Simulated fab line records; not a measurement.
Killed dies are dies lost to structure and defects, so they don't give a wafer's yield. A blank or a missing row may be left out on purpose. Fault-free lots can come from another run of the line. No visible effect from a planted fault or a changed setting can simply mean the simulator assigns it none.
Which of the tools did it?	flow nand-harc	Sampling: 12 lots, 36 wafers, 6 of 1302 route steps

WHAT EACH GAUGE READ, for each wafer
NHARC_A_SGD_CUT_THK_MEAS_22: measures by ellipsometry.
lot	measured	on	thk-nm (nm)
L076	day 20 06:51	film-metro-01	147.3 146.8 146.9
L077	day 20 16:17	film-metro-01	145.9 148.1 147.1
L079	day 21 21:32	film-metro-02	147.0 147.1 146.1
L081	day 22 18:37	film-metro-01	149.1 144.8 149.5
L083	day 23 14:44	film-metro-02	148.3 150.4 149.7
L085	day 24 02:34	film-metro-02	146.3 149.7 148.7
L087	day 24 23:16	film-metro-01	146.4 145.1 148.0
L089	day 25 17:59	film-metro-02	146.7 149.7 146.1
L092	day 27 08:36	film-metro-02	148.5 147.0 150.1
L093	day 27 20:08	film-metro-01	147.6 150.0 147.7
L095	day 28 18:35	film-metro-01	146.3 146.3 147.6
L097	day 29 06:29	film-metro-02	148.3 147.9 144.8

TOOL THAT RAN EACH LOT (tool first, then ch and the chambers of the sampled wafers, then the start)
lot	NHARC_A_STAIRCASE_TRIM_220	NHARC_A_STAIRCASE_TRIM_222	NHARC_A_STAIRCASE_TRIM_235	NHARC_A_STAIRCASE_ETCH_294	NHARC_A_STAIRCASE_CMP_152
L076	rie-diel-04 ch 0,2,3, day 16 12:51	rie-diel-04 ch 0,2,3, day 19 18:49 or earlier	rie-diel-01 ch 0,2,3, day 19 18:49 or earlier	rie-diel-04 ch 0,1,3, day 19 18:49 or earlier	cmp-01 ch 2,3, day 19 18:49
L077	rie-diel-01 ch 0,2, day 17 08:18	rie-diel-01 ch 0,3, day 20 07:25 or earlier	rie-diel-01 ch 0,1,2, day 20 07:25 or earlier	rie-diel-01 ch 0,2,3, day 20 07:25 or earlier	cmp-02 ch 1,3, day 20 07:25
L079	rie-diel-07 ch 1,2,3, day 18 14:29	rie-diel-07 ch 0,2,3, day 21 12:59 or earlier	rie-diel-04 ch 0,1, day 21 12:59 or earlier	rie-diel-01 ch 1,2, day 21 12:59 or earlier	cmp-01 ch 1,2,3, day 21 12:59
L081	rie-diel-04 ch 0,2,3, day 19 13:52	rie-diel-04 ch 1,2, day 22 09:37 or earlier	rie-diel-04 ch 1,2, day 22 09:37 or earlier	rie-diel-01 ch 0,2, day 22 09:37 or earlier	cmp-02 ch 0,2,3, day 22 09:37
L083	rie-diel-07 ch 1,2,3, day 20 04:19	rie-diel-07 ch 0,2,3, day 23 06:06 or earlier	rie-diel-04 ch 0,2, day 23 06:06 or earlier	rie-diel-01 ch 0,1,3, day 23 06:06 or earlier	cmp-01 ch 0,2,3, day 23 06:06
L085	rie-diel-04 ch 0,2,3, day 20 14:10	rie-diel-04 ch 0,1,2, day 23 17:41 or earlier	rie-diel-01 ch 0,1,3, day 23 17:41 or earlier	rie-diel-07 ch 0,1, day 23 17:41 or earlier	cmp-04 ch 1,3, day 23 17:41
L087	rie-diel-04 ch 0,1,3, day 21 01:46	rie-diel-04 ch 0,1,2, day 24 12:42 or earlier	rie-diel-04 ch 0,3, day 24 12:42 or earlier	rie-diel-01 ch 1,2,3, day 24 12:42 or earlier	cmp-01 ch 0,1,2, day 24 12:42
L089	rie-diel-07 ch 1,2,3, day 22 14:20	rie-diel-07 ch 0,2,3, day 25 08:58 or earlier	rie-diel-07 ch 0,1,2, day 25 08:58 or earlier	rie-diel-01 ch 0,1,2, day 25 08:58 or earlier	cmp-02 ch 0,1,2, day 25 08:58
L092	rie-diel-01 ch 0,2,3, day 23 21:41	rie-diel-01 ch 1,2,3, day 26 23:47 or earlier	rie-diel-01 ch 1,2,3, day 26 23:47 or earlier	rie-diel-01 ch 0,1,2, day 26 23:47 or earlier	cmp-01 ch 1,2,3, day 26 23:47
L093	rie-diel-04 ch 1,2, day 24 08:06	rie-diel-04 ch 1,2, day 27 11:14 or earlier	rie-diel-07 ch 0,1,2, day 27 11:14 or earlier	rie-diel-01 ch 0,1,3, day 27 11:14 or earlier	cmp-01 ch 1,3, day 27 11:14
L095	rie-diel-01 ch 0,3, day 25 04:02	rie-diel-01 ch 0,3, day 28 09:53 or earlier	rie-diel-01 ch 0,1, day 28 09:53 or earlier	rie-diel-07 ch 0,1,2, day 28 09:53 or earlier	cmp-01 ch 0,1,3, day 28 09:53
L097	rie-diel-07 ch 0,1,3, day 25 12:11	rie-diel-07 ch 1,2,3, day 28 17:46 or earlier	rie-diel-04 ch 0,2, day 28 17:46 or earlier	rie-diel-07 ch 1,2,3, day 28 17:46 or earlier	cmp-04 ch 0,1,3, day 28 17:46
- NHARC_A_STAIRCASE_TRIM_220: chemistry O2, time 211.2 s.
- NHARC_A_STAIRCASE_TRIM_222: chemistry O2, time 211.2 s.
- NHARC_A_STAIRCASE_TRIM_235: chemistry O2, time 211.2 s.
- NHARC_A_STAIRCASE_ETCH_294: etches the open film in C4F8/O2/Ar, target depth 4989 nm, time 1211.6 s.
- NHARC_A_STAIRCASE_CMP_152: polishes.

THE ANSWER, worked out from the rows above alone
Rule: what is usual is taken from the lots themselves. Put in order of their means at a reading, lots are off if they are a third of the lots or fewer, leave a main group of 4 or more, and stand apart from it by a gap of 3 or more times the standard deviation of the main group's means; of several such gaps the widest counts. A main group whose means are all the same, to the digits that the tables above print for the reading, isn't used. A lot without any number at a reading at which 4 lots or more have one is off too. All remaining lots with rows at the step are treated as sound.
Nothing can be told from this: no lot is off at any reading shown.

WHAT THE SIMULATOR PUT IN
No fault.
